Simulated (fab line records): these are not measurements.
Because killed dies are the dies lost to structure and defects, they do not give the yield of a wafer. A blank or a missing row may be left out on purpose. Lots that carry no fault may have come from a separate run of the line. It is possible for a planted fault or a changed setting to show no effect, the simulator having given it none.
fab line records	flow nand_harc
record lots=7	wafers=21	last_day=23
route steps=1159 shown P_CONTACT@228 END@1159
lots with no fault: from the same line, run without faults
start_h: start of the lot's first displayed wafer, in hours after the record's first day	wait_h: time in hours since the lot's previous step	" identical to the entry in the row above	L1.1+2: a row that stands for several wafers	- value missing, or start not given	* or withheld: withheld	< > ~ a bound
route shown NAME@n: a module of which the file shows steps, and the number in the route of the first	usual: mean/standard deviation of fault-free wafers	same: alike in all rows	chamber/n: place in a boat	sites: readings site by site	_std_site: their standard deviation	_edge_site: mean of outer sites minus mean of inner sites	radius_mm: how far each site lies from the wafer's centre	mask NAME#n: copy n	behind: tool/chamber where the wafer was last shaped	hold: what put the lot on hold/how long, in hours/how the hold closed	device: names the non-switching transistor (n, p or np)	end of line: the route-end tests of the same wafers	a step given without rows: its recipe and nothing more	killed: count of dies lost to structure and defects at first sort (not the wafer's yield)	map: dies across one wafer; x = killed, . = not, _ = none there
set.NAME: the setting the step ran with; set.NAME@STEP: the setting that earlier step ran with	model.NAME: the simulator's own value behind a step, which no gauge read
lots seen at some steps along the route; tables by step, rows by wafer
services: a tool's chamber out of use, with start hour (start_h, from the record's first day; less than 0 if before it), hours out, and reason
## steps
# step NHARC_P_CONTACT_EBR_08
# step NHARC_P_CONTACT_EXPOSE_09
# recipe na=1.35	target_cd_nm=90	dose_mj=81.26	mask_id=P_CA
# step NHARC_P_CONTACT_PEB_10
# recipe peb_temp_c=100	peb_time_s=65
# step NHARC_P_CONTACT_DEVELOP_11
# recipe develop_time_s=35	dev_temp_c=23
# step NHARC_P_CONTACT_CD_MEAS_12
# recipe target_cd_nm=90	landing_energy_ev=500
# usual cd_nm=89.9/0.51
lot.wafer	tool	chamber	start_h	wait_h	cd_nm
L719.2	cd_sem-03	0	130.69	-	89.8
L719.5	"	0	"	"	90.1
L719.6	"	0	"	"	90.5
L724.3	cd_sem-03	0	159.40	-	90.8
L724.4	"	0	"	"	90.5
L724.5	"	0	"	"	90.2
L728.1	cd_sem-02	0	189.10	-	90.4
L728.3	"	0	"	"	89.1
L728.6	"	0	"	"	89.3
L726.4	cd_sem-03	0	189.63	-	90.3
L726.5	"	0	"	"	89.7
L726.6	"	0	"	"	89.0
L727.2	cd_sem-01	0	194.15	-	89.4
L727.4	"	0	"	"	89.0
L727.5	"	0	"	"	89.4
L729.3	cd_sem-02	0	197.13	-	89.6
L729.4	"	0	"	"	89.8
L729.6	"	0	"	"	89.4
L735.3	cd_sem-01	0	227.93	-	90.3
L735.4	"	0	"	"	90.8
L735.5	"	0	"	"	90.3
# step NHARC_P_CONTACT_OVL_MEAS_13
# usual overlay_x_nm=-0.1/0.67	overlay_y_nm=-0.1/1.1
lot.wafer	tool	chamber	start_h	wait_h	overlay_x_nm	overlay_y_nm
L719.2	overlay-02	-	130.78	-	-0.4	-1.6
L719.5	"	-	"	"	-0.2	-1.1
L719.6	"	-	"	"	0.2	-1.0
L724.3	overlay-02	-	159.48	-	-0.6	0.9
L724.4	"	-	"	"	-1.4	0.5
L724.5	"	-	"	"	-0.3	0.0
L728.1	overlay-02	-	189.19	-	-0.2	-2.1
L728.3	"	-	"	"	-0.8	-1.6
L728.6	"	-	"	"	0.0	-1.8
L726.4	overlay-01	-	189.71	-	-1.7	1.2
L726.5	"	-	"	"	-1.4	0.9
L726.6	"	-	"	"	-1.5	0.7
L727.2	overlay-02	-	194.23	-	-0.7	0.2
L727.4	"	-	"	"	-0.2	0.2
L727.5	"	-	"	"	-0.4	-0.1
L729.3	overlay-01	-	197.21	-	-0.1	-0.4
L729.4	"	-	"	"	0.3	-0.1
L729.6	"	-	"	"	0.1	-0.6
L735.3	overlay-01	-	228.02	-	0.7	0.6
L735.4	"	-	"	"	1.2	0.8
L735.5	"	-	"	"	1.0	0.9
# step NHARC_P_CONTACT_INSPECT_14
# usual raw_defect_count=3.8/2.7
lot.wafer	tool	chamber	start_h	wait_h	raw_defect_count
L719.2	defect_inspect-01	-	130.82	0.0	4
L719.5	"	-	"	"	5
L719.6	"	-	"	"	1
L724.3	defect_inspect-02	-	159.52	0.0	2
L724.4	"	-	"	"	2
L724.5	"	-	"	"	2
L728.1	defect_inspect-02	-	189.23	0.0	3
L728.3	"	-	"	"	4
L728.6	"	-	"	"	4
L726.4	defect_inspect-01	-	189.74	0.0	1
L726.5	"	-	"	"	2
L726.6	"	-	"	"	2
L727.2	defect_inspect-01	-	194.27	0.0	5
L727.4	"	-	"	"	1
L727.5	"	-	"	"	3
L729.3	defect_inspect-02	-	197.25	0.0	4
L729.4	"	-	"	"	3
L729.6	"	-	"	"	4
L735.3	defect_inspect-01	-	228.05	0.0	4
L735.4	"	-	"	"	1
L735.5	"	-	"	"	5
# step NHARC_P_CONTACT_DESCUM_17
# recipe time_s=3	o2_flow_sccm=200	ar_flow_sccm=0	bias_power_w=0	chemistry=O2
# usual drypump_motor_current_A=5.6/0.49	oes_product_au=1.000/0.0096	rf_vpp_V=57.6/0.98	showerhead_plenum_p_Torr=1.90/0.094	throttle_valve_pct=11.310/0.0094
lot.wafer	tool	chamber	start_h	wait_h	drypump_motor_current_A	oes_product_au	rf_hours_counter_h	rf_vpp_V	showerhead_plenum_p_Torr	throttle_valve_pct
L719.2	rie_diel-02	3	130.90	0.1	5.8	0.978	12	57.5	2.03	11.315
L719.5	"	1	"	"	6.0	0.995	-	57.7	1.85	11.308
L719.6	"	2	"	"	6.1	1.012	-	58.2	1.83	11.304
L724.3	rie_diel-04	3	159.59	0.1	6.0	0.995	5	58.6	1.82	11.305
L724.4	"	0	"	"	4.8	1.007	5	56.5	1.79	11.293
L724.5	"	3	"	"	6.0	0.998	-	57.0	1.82	11.306
L728.3	rie_diel-13	1	189.29	0.1	6.2	1.010	26	57.2	1.99	11.297
L728.1	"	2	"	"	6.0	0.989	28	57.8	1.98	11.314
L728.6	"	2	"	"	6.0	0.999	-	58.1	1.98	11.311
L726.4	rie_diel-04	0	189.81	0.1	4.9	1.007	7	57.6	1.78	11.313
L726.5	"	3	"	"	6.0	1.007	-	56.6	1.82	11.327
L726.6	"	0	"	"	4.8	1.014	-	58.6	1.78	11.291
L727.4	rie_diel-04	2	194.40	0.1	5.9	0.997	8	59.4	2.04	11.308
L727.2	"	3	"	"	6.0	1.000	8	57.2	1.82	11.311
L727.5	"	2	"	"	5.9	0.996	-	57.6	2.04	11.327
L729.4	rie_diel-04	0	197.31	0.1	4.8	1.013	8	55.9	1.79	11.314
L729.3	"	1	"	"	5.2	0.994	9	57.3	1.95	11.307
L729.6	"	1	"	"	5.2	0.991	-	56.3	1.95	11.327
L735.4	rie_diel-02	2	228.12	0.1	6.2	0.997	5	56.3	1.83	11.310
L735.3	"	0	"	"	5.5	1.004	5	58.3	1.85	11.311
L735.5	"	1	"	"	6.0	1.005	-	57.9	1.84	11.303
# step NHARC_P_CONTACT_ETCH_35
# recipe target_depth_a=390	over_etch_frac=0.3	time_s=65	ion_energy_ev=80	cf4_flow_sccm=150	ar_flow_sccm=0	rf_w=300	bias_w=100	chemistry=CF4
# usual drypump_motor_current_A=5.7/0.48	oes_product_au=0.999/0.0099	rf_vpp_V=151.0/1.3	showerhead_plenum_p_Torr=1.75/0.082	throttle_valve_pct=13.284/0.0096
lot.wafer	tool	chamber	start_h	wait_h	drypump_motor_current_A	oes_product_au	rf_hours_counter_h	rf_vpp_V	showerhead_plenum_p_Torr	throttle_valve_pct
L719.2	rie_diel-02	2	130.96	0.1	6.2	1.007	14	151.8	1.70	13.280
L719.6	"	2	"	"	6.2	1.017	-	150.7	1.70	13.297
L719.5	"	3	"	"	5.8	0.983	-	152.9	1.87	13.267
L724.3	rie_diel-04	2	159.66	0.1	5.9	1.008	5	153.4	1.87	13.276
L724.4	"	3	"	"	6.1	0.991	5	150.0	1.69	13.290
L724.5	"	3	"	"	6.1	0.993	-	150.4	1.69	13.298
L728.1	rie_diel-13	2	189.38	0.1	6.1	1.002	28	152.7	1.83	13.295
L728.3	"	3	"	"	6.3	0.976	30	149.7	1.65	13.292
L728.6	"	2	"	"	6.0	0.996	-	153.2	1.83	13.278
L726.4	rie_diel-04	3	189.90	0.1	6.0	1.007	7	149.6	1.69	13.286
L726.5	"	1	"	"	5.1	1.010	-	151.0	1.80	13.284
L726.6	"	2	"	"	5.9	1.006	-	150.8	1.87	13.280
L727.4	rie_diel-04	0	194.50	0.1	4.8	1.003	8	150.8	1.66	13.282
L727.2	"	1	"	"	5.2	0.990	9	150.6	1.80	13.272
L727.5	"	2	"	"	5.9	1.001	-	152.1	1.87	13.284
L729.4	rie_diel-04	0	197.40	0.1	4.8	1.019	8	149.8	1.66	13.270
L729.3	"	2	"	"	5.9	1.012	9	151.6	1.87	13.290
L729.6	"	0	"	"	4.8	1.019	-	151.0	1.66	13.285
L735.3	rie_diel-02	2	228.21	0.1	6.2	0.999	5	148.7	1.70	13.290
L735.4	"	0	"	"	5.5	0.997	5	152.4	1.71	13.303
L735.5	"	2	"	"	6.2	0.992	-	149.0	1.70	13.284
# step NHARC_P_CONTACT_ETCH_36
# recipe target_depth_a=2600	over_etch_frac=0.25	time_s=406.25	ion_energy_ev=200	n2_flow_sccm=150	h2_flow_sccm=150	ar_flow_sccm=0	rf_w=400	bias_w=150	chemistry=N2/H2
# usual drypump_motor_current_A=5.7/0.47	oes_product_au=1.000/0.0098	rf_vpp_V=429.9/3	showerhead_plenum_p_Torr=2.02/0.1	throttle_valve_pct=14.171/0.0088
lot.wafer	tool	chamber	start_h	wait_h	drypump_motor_current_A	oes_product_au	rf_hours_counter_h	rf_vpp_V	showerhead_plenum_p_Torr	throttle_valve_pct
L719.2	rie_diel-02	0	-	-	5.5	1.002	14	428.1	1.97	14.163
L719.6	"	1	"	"	6.1	0.998	-	429.1	1.97	14.170
L719.5	"	2	"	"	6.2	1.011	-	427.1	1.95	14.171
L724.4	rie_diel-04	2	-	-	5.9	0.997	5	434.2	2.18	14.175
L724.3	"	3	"	"	6.1	0.999	5	428.5	1.94	14.175
L724.5	"	3	"	"	6.1	0.992	-	427.6	1.94	14.178
L728.1	rie_diel-13	3	-	-	6.4	0.982	30	425.3	1.88	14.167
L728.3	"	0	"	"	5.0	1.018	30	428.7	1.94	14.182
L728.6	"	1	"	"	6.3	1.006	-	434.1	2.13	14.173
L726.4	rie_diel-04	3	-	-	6.0	1.016	7	428.1	1.93	14.169
L726.5	"	0	"	"	4.8	1.012	-	427.3	1.90	14.171
L726.6	"	1	"	"	5.2	1.000	-	430.6	2.08	14.155
L727.2	rie_diel-04	2	-	-	5.9	1.001	8	433.0	2.17	14.154
L727.4	"	3	"	"	6.1	1.018	8	427.2	1.93	14.169
L727.5	"	1	"	"	5.2	0.996	-	432.5	2.08	14.170
L729.3	rie_diel-04	1	-	-	5.2	0.988	9	432.6	2.08	14.160
L729.4	"	2	"	"	5.9	0.989	9	434.7	2.17	14.170
L729.6	"	0	"	"	4.8	1.023	-	426.7	1.90	14.167
L735.3	rie_diel-02	1	-	-	6.0	1.022	5	427.3	1.96	14.175
L735.4	"	2	"	"	6.2	0.999	5	426.6	1.95	14.168
L735.5	"	3	"	"	5.8	0.996	-	433.9	2.16	14.156
# step NHARC_P_CONTACT_ETCH_18
# recipe target_depth_a=4810	time_s=240.5	c4f8_flow_sccm=20	o2_flow_sccm=10	ar_flow_sccm=withheld	rf_w=600	bias_w=1500	chemistry=C4F8/O2/Ar
# usual oes_product_au=0.958/0.019	rf_vpp_V=977/6.4
lot.wafer	tool	chamber	start_h	wait_h	oes_product_au	rf_hours_counter_h	rf_vpp_V
L719.2	rie_diel-02	0	-	-	0.927	14	975
L719.6	"	3	"	"	0.924	-	985
L719.5	"	0	"	"	0.925	-	974
L724.4	rie_diel-04	3	-	-	0.956	5	970
L724.3	"	1	"	"	0.973	5	983
L724.5	"	3	"	"	0.951	-	973
L728.1	rie_diel-13	1	-	-	0.974	27	983
L728.3	"	3	"	"	0.965	31	970
L728.6	"	1	"	"	0.968	-	983
L726.4	rie_diel-04	0	-	-	0.975	8	971
L726.6	"	1	"	"	0.973	-	979
L726.5	"	2	"	"	0.975	-	986
L727.4	rie_diel-04	2	-	-	0.922	9	985
L727.2	"	3	"	"	0.938	8	973
L727.5	"	2	"	"	0.929	-	985
L729.4	rie_diel-04	1	-	-	0.950	9	980
L729.3	"	2	"	"	0.970	9	986
L729.6	"	2	"	"	0.975	-	987
L735.4	rie_diel-02	0	-	-	0.954	5	973
L735.3	"	1	"	"	0.942	5	973
L735.5	"	2	"	"	0.935	-	972
# step NHARC_P_CONTACT_STRIP_37
# recipe c4f8_flow_sccm=withheld	o2_flow_sccm=8	ar_flow_sccm=withheld	bias_w=0	chemistry=C4F8/O2/Ar
# step NHARC_P_CONTACT_ETCH_31
# recipe target_depth_a=300	time_s=85.7	ion_energy_ev=120	over_etch_frac=1	ch3f_flow_sccm=50	o2_flow_sccm=30	ar_flow_sccm=200	rf_w=500	bias_w=100	chemistry=CH3F/O2
# usual drypump_motor_current_A=5.6/0.48	oes_product_au=0.978/0.014	rf_vpp_V=243.9/1.7	showerhead_plenum_p_Torr=2.43/0.12	throttle_valve_pct=20.664/0.0097
lot.wafer	tool	chamber	start_h	wait_h	drypump_motor_current_A	oes_product_au	rf_hours_counter_h	rf_vpp_V	showerhead_plenum_p_Torr	throttle_valve_pct
L719.2	rie_diel-02	3	131.67	-	5.8	0.950	12	245.3	2.60	20.665
L719.6	"	3	"	"	5.8	0.956	-	246.7	2.60	20.674
L719.5	"	0	"	"	5.6	0.969	-	243.6	2.38	20.655
L724.4	rie_diel-04	0	160.34	-	4.9	0.997	5	242.0	2.30	20.662
L724.3	"	1	"	"	5.2	0.980	5	244.2	2.51	20.647
L724.5	"	2	"	"	5.8	0.993	-	246.3	2.61	20.645
L728.1	rie_diel-13	1	190.04	-	6.2	0.988	27	245.5	2.56	20.671
L728.3	"	3	"	"	6.4	0.971	31	241.8	2.28	20.660
L728.6	"	1	"	"	6.2	0.984	-	245.7	2.56	20.680
L726.4	rie_diel-04	1	190.61	-	5.2	0.685	8	246.2	2.50	20.671
L726.6	"	3	"	"	6.0	0.677	-	242.7	2.34	20.646
L726.5	"	0	"	"	4.9	0.690	-	242.3	2.30	20.664
L727.2	rie_diel-04	2	195.15	-	5.9	0.680	9	246.4	2.61	20.653
L727.4	"	0	"	"	4.9	0.673	8	242.7	2.30	20.668
L727.5	"	2	"	"	5.9	0.682	-	245.4	2.61	20.651
L729.4	rie_diel-04	2	198.06	-	5.8	0.687	9	246.1	2.61	20.674
L729.3	"	0	"	"	4.8	0.682	9	243.2	2.30	20.677
L729.6	"	2	"	"	5.9	0.683	-	244.7	2.61	20.679
L735.3	rie_diel-02	3	228.90	-	5.8	0.975	5	246.7	2.60	20.667
L735.4	"	0	"	"	5.6	0.969	5	243.0	2.38	20.652
L735.5	"	0	"	"	5.5	0.978	-	243.5	2.38	20.673
# step NHARC_P_CONTACT_CD_MEAS_19
# usual cd_nm=89.4/1.9
lot.wafer	tool	chamber	start_h	wait_h	cd_nm
L719.2	cd_sem-02	-	131.80	-	87.4
L719.5	"	-	"	"	91.6
L719.6	"	-	"	"	88.6
L724.3	cd_sem-02	-	160.46	-	91.7
L724.4	"	-	"	"	88.2
L724.5	"	-	"	"	91.5
L728.1	cd_sem-02	-	190.16	-	87.1
L728.3	"	-	"	"	88.1
L728.6	"	-	"	"	91.3
L726.4	cd_sem-02	-	190.73	-	92.8
L726.5	"	-	"	"	89.3
L726.6	"	-	"	"	87.2
L727.2	cd_sem-01	-	195.27	-	86.5
L727.4	"	-	"	"	90.9
L727.5	"	-	"	"	87.7
L729.3	cd_sem-02	-	198.18	-	88.7
L729.4	"	-	"	"	87.9
L729.6	"	-	"	"	88.5
L735.3	cd_sem-03	-	229.04	-	91.2
L735.4	"	-	"	"	89.3
L735.5	"	-	"	"	93.9
# step NHARC_END_SORT_01
# recipe temp_c=25
# usual killed_at_array=27/9.3	killed_at_other=0.9/1.3	killed_at_periphery=3.6/2.7	killed_dies=31/9.7	killed_open=3.3/1.8	killed_short=2.0/1.5
# same gross_dies=677
lot.wafer	tool	chamber	start_h	wait_h	killed_at_array	killed_at_other	killed_at_periphery	killed_dies	killed_open	killed_short
L719.2	prober-01	0	447.53	2.8	16	1	6	23	2	0
L719.5	prober-01	0	449.92	3.7	18	1	4	23	5	3
L719.6	prober-01	0	450.72	4.0	24	3	5	32	4	6
L724.3	prober-01	0	482.31	3.1	45	0	6	51	1	1
L724.4	prober-01	0	483.10	3.4	50	0	1	51	3	1
L724.5	prober-01	0	483.90	3.7	34	1	5	40	7	3
L728.1	prober-01	0	525.06	2.5	32	0	5	37	1	3
L728.3	prober-01	0	526.66	3.1	27	0	4	31	4	2
L728.6	prober-01	0	529.06	4.0	25	0	4	29	4	1
L729.3	prober-01	0	534.44	3.1	17	2	4	23	6	2
L729.4	prober-01	0	535.24	3.4	21	1	2	24	5	3
L729.6	prober-01	0	536.86	4.0	13	5	1	19	2	2
L735.3	prober-02	0	551.65	3.1	41	1	1	43	5	5
L735.4	prober-02	0	552.44	3.4	48	4	3	55	5	3
L735.5	prober-02	0	553.24	3.7	40	2	2	44	4	0
# killed by level:class
L719.2 A_SLIT:chamber_film_flake=6 P_M1:chamber_film_flake=5 A_CHANNEL_HOLE_D1:chamber_film_flake=4 A_STAIRCASE:chamber_film_flake=3 A_CONTACT:chamber_film_flake=2 P_M0:geometric_particle:open=1 A_CONTACT:geometric_particle:open=1 THIN_TSV:chamber_film_flake=1
L719.5 A_SLIT:chamber_film_flake=8 A_CHANNEL_FILL_D1:geometric_particle:open=2 A_CHANNEL_HOLE_D1:chamber_film_flake=2 P_GATE:geometric_particle:open=1 P_M0:geometric_particle:open=1 A_CHANNEL_FILL_D1:geometric_particle:short=1 A_SGD_CUT:geometric_particle:short=1 A_CONTACT:geometric_particle:open=1
L719.6 A_SLIT:chamber_film_flake=10 A_CHANNEL_HOLE_D1:chamber_film_flake=3 A_CONTACT:chamber_film_flake=3 A_SGD_CUT:geometric_particle:short=2 P_M1:chamber_film_flake=2 A_STAIRCASE:chamber_film_flake=2 THIN_TSV:chamber_film_flake=2 P_GATE:geometric_particle:open=1
L724.3 A_CHANNEL_HOLE_D1:chamber_film_flake=16 A_SLIT:chamber_film_flake=14 A_CONTACT:chamber_film_flake=8 P_M2:chamber_film_flake=4 A_WL_FILL:chamber_film_flake=4 A_STAIRCASE:chamber_film_flake=2 P_M0:geometric_particle:short=1 A_M1:geometric_particle:open=1
L724.4 A_SLIT:chamber_film_flake=17 A_CHANNEL_HOLE_D1:chamber_film_flake=14 A_CONTACT:chamber_film_flake=6 A_STAIRCASE:chamber_film_flake=5 A_WL_FILL:chamber_film_flake=3 A_ONON_D1:geometric_particle:short=1 A_ONON_D1:geometric_particle:open=1 A_CONTACT:geometric_particle:open=1
L724.5 A_CHANNEL_HOLE_D1:chamber_film_flake=15 A_SLIT:chamber_film_flake=8 A_M0:geometric_particle:open=3 P_M2:chamber_film_flake=3 A_CONTACT:chamber_film_flake=2 P_STI:geometric_particle:short=1 P_GATE:geometric_particle:open=1 A_CHANNEL_HOLE_D1:geometric_particle:open=1
L728.1 A_SLIT:chamber_film_flake=14 A_CONTACT:chamber_film_flake=6 A_STAIRCASE:chamber_film_flake=4 A_BLC:chamber_film_flake=3 P_GATE:chamber_film_flake=2 A_CHANNEL_HOLE_D1:chamber_film_flake=2 P_M0:geometric_particle:open=1 P_M2:geometric_particle:short=1
L728.3 A_SLIT:chamber_film_flake=11 A_CONTACT:chamber_film_flake=6 A_CHANNEL_HOLE_D1:chamber_film_flake=3 A_BLC:chamber_film_flake=2 P_GATE:geometric_particle:open=1 P_CONTACT:geometric_particle:open=1 A_SOURCE_PLATE:geometric_particle:open=1 A_SOURCE_PLATE:geometric_particle:short=1
L728.6 A_SLIT:chamber_film_flake=13 P_GATE:chamber_film_flake=3 A_CONTACT:geometric_particle:open=2 A_CHANNEL_HOLE_D1:chamber_film_flake=2 A_STAIRCASE:chamber_film_flake=2 A_CONTACT:chamber_film_flake=2 P_GATE:geometric_particle:open=1 A_CHANNEL_FILL_D1:geometric_particle:short=1
L729.3 A_CHANNEL_HOLE_D1:chamber_film_flake=5 A_STAIRCASE:chamber_film_flake=2 A_CONTACT:chamber_film_flake=2 THIN_TSV:chamber_film_flake=2 P_CONTACT:geometric_particle:open=1 A_ONON_D1:geometric_particle:open=1 A_WL_FILL:geometric_particle:open=1 A_CONTACT:geometric_particle:open=1
L729.4 A_CONTACT:chamber_film_flake=5 A_CHANNEL_HOLE_D1:chamber_film_flake=4 A_CHANNEL_FILL_D1:geometric_particle:short=2 A_M1:chamber_film_flake=2 A_SOURCE_PLATE:geometric_particle:open=1 A_ONON_D1:geometric_particle:short=1 A_SGD_CUT:geometric_particle:open=1 A_ZERO_WELL:chamber_film_flake=1
L729.6 A_CONTACT:chamber_film_flake=5 THIN_TSV:chamber_film_flake=5 A_CHANNEL_FILL_D1:geometric_particle:open=1 A_WL_FILL:geometric_particle:short=1 A_BLC:geometric_particle:short=1 A_M1:geometric_particle:open=1 P_ZERO_WELL:chamber_film_flake=1 A_ZERO_WELL:chamber_film_flake=1
L735.3 A_CHANNEL_HOLE_D1:chamber_film_flake=22 A_SLIT:chamber_film_flake=7 A_ONON_D1:geometric_particle:short=2 A_CONTACT:geometric_particle:open=2 P_STI:geometric_particle:short=1 A_ONON_D1:geometric_particle:open=1 A_CHANNEL_FILL_D1:geometric_particle:short=1 A_SGD_CUT:geometric_particle:open=1
L735.4 A_SLIT:chamber_film_flake=18 A_CHANNEL_HOLE_D1:chamber_film_flake=16 A_STAIRCASE:chamber_film_flake=6 THIN_TSV:chamber_film_flake=4 A_CONTACT:chamber_film_flake=2 P_STI:geometric_particle:open=1 P_CONTACT:geometric_particle:open=1 P_M0:geometric_particle:short=1
L735.5 A_CHANNEL_HOLE_D1:chamber_film_flake=17 A_SLIT:chamber_film_flake=15 A_STAIRCASE:chamber_film_flake=3 A_CONTACT:geometric_particle:open=2 P_GATE:chamber_film_flake=2 A_CHANNEL_FILL_D1:geometric_particle:open=1 A_SGD_CUT:geometric_particle:open=1 A_CONTACT:chamber_film_flake=1
## services
tool	chamber	start_h	hours	kind
rie_diel-04	-	111.90	9.0	pm
rie_diel-04	0	111.90	9.0	vent_cycle
rie_diel-04	1	111.90	9.0	vent_cycle
rie_diel-04	2	111.90	9.0	vent_cycle
rie_diel-04	3	111.90	9.0	vent_cycle
rie_diel-04	0	120.90	-	clean
rie_diel-04	1	120.90	-	clean
rie_diel-04	2	120.90	-	clean
rie_diel-04	3	120.90	-	clean
rie_diel-13	3	126.88	5.4	repair
rie_diel-04	0	145.40	-	clean
rie_diel-04	1	145.40	-	clean
rie_diel-04	2	145.40	-	clean
rie_diel-04	3	145.40	-	clean
rie_diel-02	-	150.78	9.0	pm
rie_diel-04	0	169.90	-	clean
rie_diel-04	1	169.90	-	clean
rie_diel-04	2	169.90	-	clean
rie_diel-04	3	169.90	-	clean
rie_diel-02	-	192.06	0.7	repair
rie_diel-04	0	194.40	-	clean
rie_diel-04	1	194.40	-	clean
rie_diel-13	-	205.49	0.8	repair
rie_diel-04	-	220.34	0.2	repair
## key
first_sign step=NHARC_P_CONTACT_ETCH_31	reading=oes_product_au	direction=down	sigmas=21	usual=0.978	struck=0.682
effect none on later readings
met_at NHARC_P_CONTACT_ETCH_31
struck_wafers L726.4,L726.5,L726.6,L727.2,L727.4,L727.5,L729.3,L729.4,L729.6
tester_left_out L726,L727,L729
onset_between 160.34 190.61
fault kind=process_parameter_drift	tool=rie_diel-04	chamber=-	onset_h=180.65	steps=NHARC_P_CONTACT_ETCH_31	channel=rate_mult	offset=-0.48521	shape=step	end_h=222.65
# tester_left_out: of these lots the tester's yield and bins aren't shown, on N5 and GAA mostly nor the transistor test; their killed dies are dies lost to structure and defects alone, not to doping, threshold or leakage, so they don't give the yield
